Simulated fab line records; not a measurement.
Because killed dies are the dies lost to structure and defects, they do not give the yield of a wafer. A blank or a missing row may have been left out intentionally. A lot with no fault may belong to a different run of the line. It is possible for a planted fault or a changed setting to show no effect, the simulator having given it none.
Chamber matching	flow n5_finfet	N5_HKMG_FIN_STRIP_34 on rie_diel-05: 4 sister chambers
The step strips in CF4. 8 wafers are shown with their chamber, then 7 later ones without.

## EACH WAFER AND ITS CHAMBER
wafer	chamber	drypump_motor_current_A (A)	showerhead_plenum_p_Torr (Torr)
L279.3	3	6.4	1.71
L279.5	0	5.9	1.89
L281.2	1	5.1	1.77
L281.4	3	6.4	1.71
L283.2	1	5.1	1.77
L283.6	2	5.4	1.88
L288.1	2	5.4	1.88
L288.4	0	5.8	1.88

## WAFERS WITHOUT THEIR CHAMBER
wafer	drypump_motor_current_A (A)	showerhead_plenum_p_Torr (Torr)
L288.5	5.9	1.88
L289.1	5.3	1.88
L289.4	5.1	1.76
L289.6	5.3	1.88
L290.3	5.1	1.76
L290.5	6.4	1.71
L290.6	5.9	1.88

## THE CHAMBER EACH PASSED THROUGH
wafer	from the rows above	in truth
L288.5	0	0
L289.1	2	2
L289.4	1	1
L289.6	2	2
L290.3	1	1
L290.5	3	3
L290.6	0	0
Correctly placed: 7 of 7. Number that these rows cannot place: 0. Placed wrongly: 0.
How it was worked out, from the rows above alone: a wafer's distance from a chamber is the root of the sum, over the readings, of the square of ((its reading less the chamber's mean) divided by the reading's scatter). The wafer belongs to the nearest chamber; if the next one is less than 2 further off, it can't be placed. The mean given for a chamber averages the wafers shown for that chamber. The scatter: the root of (the sum of the squares of (reading less its chamber's mean) over the shown wafers, divided by (wafers less chambers)).
